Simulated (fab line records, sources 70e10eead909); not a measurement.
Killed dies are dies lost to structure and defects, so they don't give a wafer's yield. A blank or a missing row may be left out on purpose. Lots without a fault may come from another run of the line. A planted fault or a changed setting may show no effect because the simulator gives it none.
Chamber matching | flow nand_harc | NHARC_P_M0_STRIP_18 on rie_diel-04: 4 sister chambers
The step strips in N2/H2. 4 wafers are shown with their chamber, then 11 later ones without.

WAFERS WITH THEIR CHAMBER
wafer  | chamber | drypump_motor_current_A (A)
L087.6 | 3       | 5.7
L091.2 | 1       | 5.2
L091.3 | 2       | 5.7
L093.2 | 0       | 5.5

WAFERS WITHOUT THEIR CHAMBER
wafer  | drypump_motor_current_A (A)
L093.3 | 5.7
L093.5 | 5.2
L095.1 | 5.7
L095.4 | 5.5
L095.5 | 5.2
L096.1 | 5.7
L096.3 | 5.7
L096.4 | 5.4
L097.2 | 5.2
L097.4 | 5.7
L097.5 | 5.8

WHICH CHAMBER EACH WENT THROUGH
wafer  | from the rows above     | in truth
L093.3 | can't be placed: 2 or 3 | 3
L093.5 | 1                       | 1
L095.1 | can't be placed: 2 or 3 | 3
L095.4 | 0                       | 0
L095.5 | 1                       | 1
L096.1 | can't be placed: 2 or 3 | 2
L096.3 | can't be placed: 2 or 3 | 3
L096.4 | 0                       | 0
L097.2 | 1                       | 1
L097.4 | can't be placed: 2 or 3 | 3
L097.5 | can't be placed: 2 or 3 | 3
Placed correctly: 5 of 11. Can't be placed from these rows: 6 (the true chamber is among the candidates in 6). Placed wrongly: 0.
How it was worked out, from the rows above alone: a wafer's distance from a chamber is the root of the sum, over the readings, of the square of ((its reading less the chamber's mean) divided by the reading's scatter). The wafer belongs to the nearest chamber; if the next one is less than 2 further off, it can't be placed. A chamber's mean is the mean of its shown wafers. The scatter: with one shown wafer a chamber, the root of the mean of the squares of how far each hidden wafer lies from its nearest shown one.
